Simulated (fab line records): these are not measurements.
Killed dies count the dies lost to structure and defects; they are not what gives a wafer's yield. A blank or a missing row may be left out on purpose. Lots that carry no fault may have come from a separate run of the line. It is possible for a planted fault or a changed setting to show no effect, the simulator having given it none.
Comparing a struck lot with a sound one :: flow n5 finfet :: 39 out of 1938 route steps
Sound: wafers L992.3, L992.4, L992.5. Wafers L990.2, L990.5, L990.6 were the ones struck. The cause is given at the end.
Each step with rows lists, per side, the tool, then ch with its chambers, then its first start. Under that, the readings that differ: sound wafers :: struck wafers :: difference of the means :: sigmas: that difference in standard deviations of wafers without a fault.
alike: same words and numbers on both sides, and readings whose means sit less than 2 such deviations apart. not compared: any withheld reading, any reading some wafer has no value for, any bound like >300 that may hide the same value, and any number with overlapping values for which the record gives no deviation.
The two part at a step that has a row with sigmas, a row that says differs or no value, or rows on one side only. Numbers that have no deviation but don't overlap get no sigmas and don't part them. A reading missing from all wafers of one side parts the sides only when that side holds two or more wafers.

first, 9 steps without rows for these wafers: N5_PMOS_HMC_CHANNEL_EPI_PRECLEAN_40 (cleans in DHF, time 30 s); N5_PMOS_HMC_CHANNEL_EPI_PRECLEAN_37 (cleans in O3/DIW, time 45 s); N5_PMOS_HMC_CHANNEL_EPI_PRECLEAN_24 (cleans in DHF, time 30 s); N5_PMOS_HMC_CHANNEL_EPI_SRD_25 (time 30 s); N5_PMOS_HMC_CHANNEL_EPI_EPI_26 (deposits Si from SiH4/H2, target thk 3.8 nm, time 22.7 s); N5_FIN_SAQP_PRECLEAN_42 (cleans in O3/DIW, time 60 s); N5_FIN_SAQP_PRECLEAN_00 (cleans in SC1, time 60 s); N5_FIN_SAQP_PRECLEAN_44 (cleans in SC2, time 45 s); N5_FIN_SAQP_SRD_01 (time 30 s).
N5_FIN_SAQP_ALD_61: deposits SiO2, target thk 4 nm, pulse time 1 s, purge time 2 s.
  sound on ald sin-01 ch 0,1,3, day 6 22:23; struck on ald sin-04 ch 2,3, day 6 10:06
  no value came back on the struck wafers for ald cycles, chamber pressure Torr (Torr), heater power w (W), precursor pulse height rel; on the sound wafers ald cycles reads 43 43 43
then, 24 steps without rows for these wafers: N5_FIN_SAQP_DENSIFY_62 (time 60 s); N5_FIN_SAQP_HM_DEP_03 (deposits SiNx from SiH4/NH3/N2, target thk 38 nm, time 33.6 s); N5_FIN_SAQP_PECVD_47 (deposits a-Si from SiH4/He, target thk 45 nm, time 36.3 s); N5_FIN_SAQP_PECVD_48 (deposits SiNx from SiH4/NH3/N2, target thk 25 nm, time 22.1 s); N5_FIN_SAQP_PECVD_06 (deposits a-Si from SiH4/He, target thk 60 nm, time 48.1 s); N5_FIN_SAQP_HM_DEP_72 (deposits SiO2 from SiH4/N2O, target thk 12 nm, time 7.2 s); N5_FIN_SAQP_COAT_49 (time 60 s, resist thk 100 nm); N5_FIN_SAQP_COAT_50 (time 60 s, resist thk 35 nm); N5_FIN_SAQP_COAT_10 (resist thk 90 nm); N5_FIN_SAQP_EBR_12; N5_FIN_SAQP_SOFTBAKE_11 (time 60 s); N5_FIN_SAQP_EXPOSE_13 (exposes mask FIN CORE, target cd 35.6 nm); N5_FIN_SAQP_PEB_14 (peb time 60 s); N5_FIN_SAQP_DEVELOP_15 (develop time 30 s); N5_FIN_SAQP_DESCUM_21 (chemistry O2, time 7.9 s); N5_FIN_SAQP_ETCH_51 (etches SiARC in CF4, target depth 45.5 nm, time 75.8 s); N5_FIN_SAQP_ETCH_52 (etches SOC in N2/H2, target depth 100 nm, overetch 20 nm, time 150 s); N5_FIN_SAQP_STRIP_53 (strips in N2/H2); N5_FIN_SAQP_HM_OPEN_73 (chemistry CHF3/O2, target SiO2, stops on a-Si, target depth 12 nm, time 16.8 s); N5_FIN_SAQP_STRIP_74 (strips in CHF3/O2); N5_FIN_SAQP_MANDREL_ETCH_22 (etches a-Si in HBr/Cl2, stops on SiNx, target depth 60 nm, bt time 10 s, time 30 s); N5_FIN_SAQP_STRIP_55 (strips in N2/H2); N5_FIN_SAQP_STRIP_23 (strips in SPM, time 750 s); N5_FIN_SAQP_SRD_66 (time 30 s).
N5_FIN_SAQP_ETCH_34: etches SiO2 in C4F6/O2, target depth 45 nm, time 15 s.
  sound on rie diel-03 ch 0,3, day 7 03:52; struck on rie diel-03 ch 0,1,3, day 6 16:13
reading: etch rf on time s (s)
sound: 14.95 15.07 14.89
struck: 6.00 5.98 5.99
difference: -8.98
sigmas: -50

reading: oes product au (a.u.)
sound: 0.67 0.60 0.67
struck: 0.26 0.28 0.30
difference: -0.37
sigmas: -6

reading: model.SiNx_of_FIN_SAQP_HM_DEP_03.thk nm (nm)
sound: 34.8 34.4 35
struck: 36 36.4 36.6
difference: +2
sigmas: 
  alike: drypump motor current A, rf vpp V, showerhead plenum p Torr, throttle valve pct
  not compared: rf hours counter h
N5_FIN_SAQP_HM_CD_35 targets a cd of 8 nm.
  struck on cd sem-03, day 6 16:22; sound on cd sem-02, day 7 04:01
reading: cd nm (nm)
sound: 8.16 8.17 7.87
struck: - - -
difference: no value on the struck wafers
sigmas: 
N5_FIN_SAQP_FIN_ETCH_36: etches the open film in HBr/Cl2/O2, target depth 120 nm, time 50.4 s.
  sound on rie si-01 ch 0,3, day 7 04:04; struck on rie si-01 ch 1,2, day 6 16:26
reading: mfc cl2 sccm (sccm)
sound: 79.53 80.29 79.39
struck: 80.35 79.84 80.61
difference: +0.53
sigmas: +2

reading: model.SiNx_of_FIN_SAQP_HM_DEP_03.thk nm (nm)
sound: 21.4 21 21.6
struck: 23 23.4 23.4
difference: +2
sigmas: 
  alike: drypump motor current A, oes product au, throttle valve pct
  not compared: rf hours counter h
N5_BEOL_M4_RC_MEAS_101:
  the record has rows for the sound wafers here (prober-01 ch 0, day 13 21:31) and none for the struck ones
-- record jumps: 11 days separate the struck wafers' starts on either side; left off in module BEOL_M4, taken up again in module PASSIVATION, whose first shown step is the route's number 1936 --
N5_PASSIVATION_PROBE_49:
  the record has rows for the struck wafers here (prober-01, day 18 03:59) and none for the sound ones

## WHERE THEY PART
Earliest at N5_FIN_SAQP_ALD_61; latest, in this record, at N5_PASSIVATION_PROBE_49.

WHY: what the simulator had put in
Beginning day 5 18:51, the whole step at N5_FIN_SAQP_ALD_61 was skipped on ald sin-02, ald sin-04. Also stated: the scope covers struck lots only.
